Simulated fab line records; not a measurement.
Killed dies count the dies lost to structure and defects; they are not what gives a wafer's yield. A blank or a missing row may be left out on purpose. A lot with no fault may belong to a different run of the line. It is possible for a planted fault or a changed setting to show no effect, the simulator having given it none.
Chamber matching	flow n5_finfet	3 sister chambers for N5_BEOL_M10_DEP_56 on pecvd-02
The step deposits SiCN from 3MS/NH3, target thk 15 nm, time 26.5 s. 3 wafers are shown with their chamber, then 10 later ones without.

EACH WAFER AND ITS CHAMBER
wafer	chamber	showerhead_plenum_p_Torr (Torr)
L080.3	2	3.674
L081.4	1	3.647
L085.3	0	3.649

WAFERS WITHOUT THEIR CHAMBER
wafer	showerhead_plenum_p_Torr (Torr)
L085.5	3.664
L086.2	3.653
L086.3	3.645
L086.6	3.652
L094.1	3.655
L094.5	3.653
L094.6	3.653
L095.3	3.657
L095.4	3.649
L095.6	3.666

EACH ONE'S CHAMBER
wafer	from the rows above	in truth
L085.5	can't be placed: 2 or 0 or 1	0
L086.2	can't be placed: 0 or 1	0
L086.3	can't be placed: 1 or 0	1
L086.6	can't be placed: 0 or 1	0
L094.1	can't be placed: 0 or 1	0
L094.5	can't be placed: 0 or 1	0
L094.6	can't be placed: 0 or 1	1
L095.3	can't be placed: 0 or 1 or 2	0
L095.4	can't be placed: 0 or 1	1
L095.6	can't be placed: 2 or 0 or 1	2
Correct placement for 0 of the 10. Not placeable from these rows: 10 (in 10, the candidates include the true chamber). Wrongly placed: 0.
How it was worked out, from the rows above alone: a wafer's distance from a chamber is the root of the sum, over the readings, of the square of ((its reading less the chamber's mean) divided by the reading's scatter). The wafer belongs to the nearest chamber; if the next one is less than 2 further off, it can't be placed. Each chamber's mean is taken over the wafers shown for it. The scatter: with one shown wafer a chamber, the root of the mean of the squares of how far each hidden wafer lies from its nearest shown one.
